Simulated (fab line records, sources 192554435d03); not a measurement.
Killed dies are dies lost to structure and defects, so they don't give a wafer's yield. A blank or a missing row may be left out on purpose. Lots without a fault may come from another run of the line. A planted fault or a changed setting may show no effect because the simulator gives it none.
Problem report in the 8D (eight disciplines) form, filled by code | flow n5_finfet | the parts of the form that need people (team, actions taken, sign-off) are left out

1. THE PROBLEM
run_length_s at N5_BEOL_M3_ETCH_70 reads a mean of 122.1 s on 1 wafer of 1 lot; wafers without a fault read 143.6 s with a standard deviation of 0.42. That is -51 standard deviations from the usual mean.
The step: etches SOC in N2/H2, target depth 80 nm, overetch 16 nm, time 120 s.
First seen on wafer L798.6, day 10 04:34, on rie_diel-03. The record holds 14 wafers of 5 lots with a number at this step. Rule for "out", or "out of limits": more than 4 standard deviations from the usual mean. The other wafers with a number count as sound.

2. WHAT IT IS AND WHAT IT IS NOT
question                    | is                           | is not
which readings at this step | run_length_s, oes_product_au | drypump_motor_current_A, rf_vpp_V, showerhead_plenum_p_Torr, throttle_valve_pct
which lots                  | L798                         | L792, L793, L805, L808
which wafers of those lots  | L798.6                       | L798.3
read on which tools         | rie_diel-03                  | rie_diel-04, rie_diel-05
when                        | from day 10 04:34            | up to then (7 sound wafers); but 6 sound wafers of L805, L808 came after

3. SUSPECTS, AND WHAT RULES EACH OUT
Counting: a tool at a process step up to the reading stays a suspect if it ran every lot that is out. Sound lots after the first of them don't rule it out here, since some wafers of a struck lot are sound.
- rie_diel-03 at N5_BEOL_M3_DESCUM_33 (chemistry O2, time 7 s): kept. It ran the lot that is out, L798 (day 10 01:42); its last sound lot up to then is L793 (day 8 20:38).
- rie_diel-03 at N5_BEOL_M3_ETCH_77 (etches underlayer in N2/H2, target depth 6.5 nm, time 5.2 s): kept. It ran the lot that is out, L798 (day 10 01:44); its last sound lot up to then is L793 (day 8 20:40).
- rie_diel-03 at N5_BEOL_M3_ETCH_69 (etches SiARC in CF4, target depth 15.6 nm, time 26 s): kept. It ran the lot that is out, L798 (day 10 01:45); its last sound lot up to then is L793 (day 8 20:41).
- ald_sin-01 at N5_BEOL_M3_ALD_98 (deposits SiO2, target thk 2.5 nm, pulse time 1 s, co reactant pulse time 1 s): kept. It ran the lot that is out, L798 (day 10 01:50); its last sound lot up to then is L793 (day 8 20:49).
- rie_diel-03 at N5_BEOL_M3_ETCHBACK_99 (etches SiO2 in CHF3, target depth 5 nm, time 10.4 s): kept. It ran the lot that is out, L798 (day 10 04:32); its last sound lot up to then is L792 (day 8 03:10).
- rie_diel-03 at N5_BEOL_M3_ETCH_70 (etches SOC in N2/H2, target depth 80 nm, overetch 16 nm, time 120 s): kept. It ran the lot that is out, L798 (day 10 04:34); its last sound lot up to then is L792 (day 8 03:12). Its own readings are out on those wafers: oes_product_au, run_length_s.
- Within rie_diel-03 at N5_BEOL_M3_DESCUM_33: the wafers that are out ran in chamber 3; their sound lot-mates ran in chamber 1.
- Within rie_diel-03 at N5_BEOL_M3_ETCH_77: the wafers that are out ran in chamber 3; their sound lot-mates ran in chamber 1.
- Within rie_diel-03 at N5_BEOL_M3_ETCH_69: the wafers that are out ran in chamber 3; their sound lot-mates ran in chamber 1.
- Within ald_sin-01 at N5_BEOL_M3_ALD_98: the wafers that are out ran in chamber 0; their sound lot-mates ran in chamber 1.
- Within rie_diel-03 at N5_BEOL_M3_ETCHBACK_99: the wafers that are out ran in chamber 3; their sound lot-mates ran in chamber 0.
- Within rie_diel-03 at N5_BEOL_M3_ETCH_70: the wafers that are out ran in chamber 3; their sound lot-mates ran in chamber 0.
Left after counting: rie_diel-03 at N5_BEOL_M3_DESCUM_33, rie_diel-03 at N5_BEOL_M3_ETCH_77, rie_diel-03 at N5_BEOL_M3_ETCH_69, ald_sin-01 at N5_BEOL_M3_ALD_98, rie_diel-03 at N5_BEOL_M3_ETCHBACK_99, rie_diel-03 at N5_BEOL_M3_ETCH_70.

4. THE CAUSE (what the simulator had put in)
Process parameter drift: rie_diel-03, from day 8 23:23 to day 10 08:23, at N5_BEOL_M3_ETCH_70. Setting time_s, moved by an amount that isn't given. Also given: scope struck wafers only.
Counting left 6 suspects, and this tool is among them.

5. THE CHAIN OF EFFECTS, in route order
Each row: a reading whose mean over the struck wafers that have a number lies more than 3 standard deviations from the usual. Only readings for which the record gives a usual standard deviation are gone through. hours: the time from each lot's start at the first step in this table that gives one to its start at this step, as a median over the lots. sigmas: the change in usual standard deviations.
hours | step               | reading        | usual     | on struck wafers | change | sigmas
0     | N5_BEOL_M3_ETCH_70 | oes_product_au | 0.59 a.u. | 0.87             | +0.28  | +5.1
0     | N5_BEOL_M3_ETCH_70 | run_length_s   | 143.6 s   | 122.1            | -21.5  | -51
The process steps in it:
- N5_BEOL_M3_ETCH_70: etches SOC in N2/H2, target depth 80 nm, overetch 16 nm, time 120 s.
Later measuring or inspecting steps at which every struck wafer that the step has a row for has a number for every such reading, and none has moved that far: N5_BEOL_M4_RC_MEAS_101.

6. WHAT WOULD HAVE CAUGHT IT SOONER
In this record the first reading out of limits was taken at day 10 04:34, 29 hours after the fault began at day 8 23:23.
